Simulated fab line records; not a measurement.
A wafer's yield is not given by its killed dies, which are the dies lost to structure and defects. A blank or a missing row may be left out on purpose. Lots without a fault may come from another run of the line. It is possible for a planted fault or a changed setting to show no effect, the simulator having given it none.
Chamber matching	flow n5Finfet	N5_DUMMY_GATE_ETCH_32 on rieSi-05 has 4 sister chambers
The step etches SiO2 in CF4, target depth 3.5 nm, time 3.9 s. 14 wafers are shown with their chamber, then 7 later ones without.

WAFERS, EACH WITH ITS CHAMBER
wafer	chamber	throttleValvePct (%)	drypumpMotorCurrentA (A)	oesProductAu (a.u.)
L079.1	3	21.60	6.0	0.984
L079.3	1	21.45	5.6	0.987
L079.5	3	21.58	6.0	0.986
L088.1	1	21.43	5.7	0.976
L088.5	2	22.04	6.2	0.981
L088.6	3	21.57	6.0	0.985
L090.1	2	22.04	6.2	0.977
L090.2	1	21.43	5.7	0.981
L090.6	3	21.57	6.0	0.988
L092.1	1	21.44	5.7	0.982
L092.2	0	21.90	5.9	1.014
L092.4	2	22.04	6.2	0.992
L093.1	1	21.43	5.7	0.992
L093.3	2	22.03	6.2	0.989

SIGNATURES (averages over the wafers above)
reading	chamber 0	chamber 1	chamber 2	chamber 3	scatter within a chamber
throttleValvePct	21.9000	21.4360	22.0375	21.5800	0.00997
drypumpMotorCurrentA	5.900	5.680	6.200	6.000	0.0283
oesProductAu	1.01400	0.98360	0.98475	0.98575	0.0055
Rule: distance of a wafer from a chamber = root of the sum over the readings of ((wafer's reading minus chamber's mean) / reading's scatter) squared. If the next closest chamber is less than 2 further off than the closest, the wafer can't be placed; otherwise it belongs to the closest. The scatter is the square root of a quotient: the sum, over the shown wafers, of each reading's squared deviation from its chamber's mean, divided by wafers minus chambers.

WAFERS WITH NO CHAMBER GIVEN
wafer	throttleValvePct (%)	drypumpMotorCurrentA (A)	oesProductAu (a.u.)
L093.4	21.89	5.9	1.008
L095.2	21.44	5.6	0.976
L095.4	21.87	6.0	1.005
L095.5	21.59	6.0	0.992
L097.1	21.59	6.0	0.971
L097.4	21.45	5.7	0.978
L097.6	21.89	5.9	1.005

EACH ONE'S CHAMBER
wafer	from the rows above	in truth
L093.4	0	0
L095.2	1	1
L095.4	0	0
L095.5	3	3
L097.1	3	3
L097.4	1	1
L097.6	0	0
Placed correctly: 7 of 7. Number that these rows cannot place: 0. 0 placed wrongly.
